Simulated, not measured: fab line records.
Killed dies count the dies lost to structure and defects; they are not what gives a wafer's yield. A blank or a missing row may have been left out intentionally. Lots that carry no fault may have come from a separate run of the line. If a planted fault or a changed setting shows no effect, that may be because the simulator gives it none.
Chamber matching || flow n5 finfet || N5_GATE_CUT_CMP_02 on cmp-01 has 4 sister chambers
The step polishes, stops on SiO2, t overpolish 12.7 s, target thk 0 nm. 4 wafers are shown with their chamber, then 7 later ones without.

== EACH WAFER AND ITS CHAMBER ==
{"wafer": "L085.1", "chamber": 1, "motor current A (A)": 9.6}
{"wafer": "L085.2", "chamber": 2, "motor current A (A)": 8.1}
{"wafer": "L087.2", "chamber": 0, "motor current A (A)": 9.6}
{"wafer": "L088.5", "chamber": 3, "motor current A (A)": 9.9}

== WAFERS WHOSE CHAMBER IS MISSING ==
{"wafer": "L088.6", "motor current A (A)": 8.3}
{"wafer": "L089.2", "motor current A (A)": 7.8}
{"wafer": "L089.4", "motor current A (A)": 10.3}
{"wafer": "L089.6", "motor current A (A)": 10.2}
{"wafer": "L093.1", "motor current A (A)": 8.0}
{"wafer": "L093.5", "motor current A (A)": 10.1}
{"wafer": "L093.6", "motor current A (A)": 7.8}

== CHAMBER TAKEN BY EACH ==
{"wafer": "L088.6", "from the rows above": 2, "in truth": 2}
{"wafer": "L089.2", "from the rows above": 2, "in truth": 2}
{"wafer": "L089.4", "from the rows above": "can't be placed: 3 or 0 or 1", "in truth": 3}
{"wafer": "L089.6", "from the rows above": "can't be placed: 3 or 0 or 1", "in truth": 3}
{"wafer": "L093.1", "from the rows above": 2, "in truth": 2}
{"wafer": "L093.5", "from the rows above": "can't be placed: 3 or 0 or 1", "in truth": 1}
{"wafer": "L093.6", "from the rows above": 2, "in truth": 2}
Correct placement for 4 of the 7. Not placeable from these rows: 3 (in 3, the candidates include the true chamber). Placed wrongly: 0.
How it was worked out, from the rows above alone: a wafer's distance from a chamber is the root of the sum, over the readings, of the square of ((its reading less the chamber's mean) divided by the reading's scatter). The wafer belongs to the nearest chamber; if the next one is less than 2 further off, it can't be placed. A chamber's mean is the mean of its shown wafers. The scatter: with one shown wafer a chamber, the root of the mean of the squares of how far each hidden wafer lies from its nearest shown one.
